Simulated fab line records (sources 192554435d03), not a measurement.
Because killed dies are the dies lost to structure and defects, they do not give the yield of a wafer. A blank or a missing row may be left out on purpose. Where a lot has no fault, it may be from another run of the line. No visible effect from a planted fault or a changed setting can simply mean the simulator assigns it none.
Code-filled problem report in 8D (eight disciplines) form || flow n5_finfet || the parts of the form that need people (team, actions taken, sign-off) are left out

1. THE ISSUE
Wafers without a fault read 3.2, standard deviation 2.5; killed_at_other at N5_PASSIVATION_PROBE_49 reads a mean of 53.2 on 4 wafers belonging to 3 lots. Relative to the usual mean, that is a shift of +20 standard deviations.
The first sign was on wafer L899.2 at day 17 04:11, on prober-01. At this step, 19 wafers from 7 lots have a number in the record. By rule, "out" or "out of limits" means more than 4 standard deviations away from the usual mean. The other wafers with a number count as sound.

2. WHAT IT IS, WHAT IT ISN'T
{"question": "which readings at this step", "is": "killed_at_other", "is not": "killed_at_M4_up, killed_at_contacts, killed_at_front_end, killed_short, sort_bin_6_memory"}
{"question": "which lots", "is": "L899, L901, L902", "is not": "L888, L890, L891, L907"}
{"question": "which wafers of those lots", "is": "L899.2, L901.2, L901.5, L902.2", "is not": "L899.6, L902.3, L902.4"}
{"question": "read on which tools", "is": "prober-01", "is not": "prober-02"}
{"question": "when", "is": "from day 17 04:11", "is not": "up to then (9 sound wafers); but 6 sound wafers of L899, L902, L907 came after"}

3. WHAT RULES OUT EACH SUSPECT
Counting: a tool at a process step up to the reading stays a suspect if it ran every lot that is out. Sound lots after the first of them don't rule it out here, since some wafers of a struck lot are sound.
- rie_diel-03 at N5_PASSIVATION_STRIP_14 (strips in O2): kept. It ran every lot that is out, first L899 (day 16 21:46).
- rie_diel-06 at N5_PASSIVATION_ETCH_54 (etches SiO2 in CHF3/O2, target depth 880 nm, time 440 s): kept. Every lot that is out went through it, the first being L899 (day 17 01:22); the last sound lot it ran before that was L891 (day 14 18:05).
- prober-01 at N5_PASSIVATION_PROBE_49: kept. Every lot that is out went through it, the first being L899 (day 17 04:11); the last sound lot it ran before that was L891 (day 14 20:55). Its own killed_at_other readings are out on those wafers.
After the count, these remain: rie_diel-03 at N5_PASSIVATION_STRIP_14, rie_diel-06 at N5_PASSIVATION_ETCH_54 and prober-01 at N5_PASSIVATION_PROBE_49.

4. THE CAUSE (what the simulator had put in)
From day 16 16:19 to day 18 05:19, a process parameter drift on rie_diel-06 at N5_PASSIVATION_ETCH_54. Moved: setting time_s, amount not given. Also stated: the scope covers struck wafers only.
Counting leaves 3 suspects; this tool is one of them.

5. SEQUENCE OF EFFECTS, ordered by route
Each row: a reading whose mean over the struck wafers that have a number lies more than 3 standard deviations from the usual. Scope: only readings with a usual standard deviation given in the record; hours: median across lots of the time from each lot's start at the first step in this table that gives one to its start at this step; sigmas: change in usual standard deviations.
{"hours": 0, "step": "N5_PASSIVATION_PROBE_49", "reading": "defect_limited_yield", "usual": "91.1 %", "on struck wafers": 86.5, "change": -4.6, "sigmas": -3.3}
{"hours": 0, "step": "N5_PASSIVATION_PROBE_49", "reading": "killed_at_other", "usual": 3.2, "on struck wafers": 53.2, "change": "+50.0", "sigmas": "+20"}
{"hours": 0, "step": "N5_PASSIVATION_PROBE_49", "reading": "killed_dies", "usual": 105, "on struck wafers": 159, "change": "+54", "sigmas": "+3.4"}
{"hours": 0, "step": "N5_PASSIVATION_PROBE_49", "reading": "killed_on_rim", "usual": 14, "on struck wafers": 35, "change": "+21", "sigmas": "+4.8"}
{"hours": 0, "step": "N5_PASSIVATION_PROBE_49", "reading": "sort_bin_5_function", "usual": "5.2 %", "on struck wafers": 9.3, "change": "+4.1", "sigmas": "+4.6"}
{"hours": 0, "step": "N5_PASSIVATION_PROBE_49", "reading": "sort_n_pass", "usual": 1074, "on struck wafers": 1021, "change": -53, "sigmas": -3.3}
{"hours": 0, "step": "N5_PASSIVATION_PROBE_49", "reading": "sort_yield_pct", "usual": "91.1 %", "on struck wafers": 86.5, "change": -4.6, "sigmas": -3.3}
Its process steps:
- N5_PASSIVATION_PROBE_49

6. WHAT WOULD HAVE CAUGHT IT SOONER
The fault began at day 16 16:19; the first out-of-limits reading in this record came at day 17 04:11, 12 hours later.
Tool readings at N5_PASSIVATION_ETCH_54 with a usual standard deviation given in the record: none out on any struck wafer, hence no alarm at a limit of 4 standard deviations on them.
Among the 3 lots that are out, L901, L902 began N5_PASSIVATION_ETCH_54 on rie_diel-06 after day 17 04:11. A hold on the tool at that time would have spared those 2.
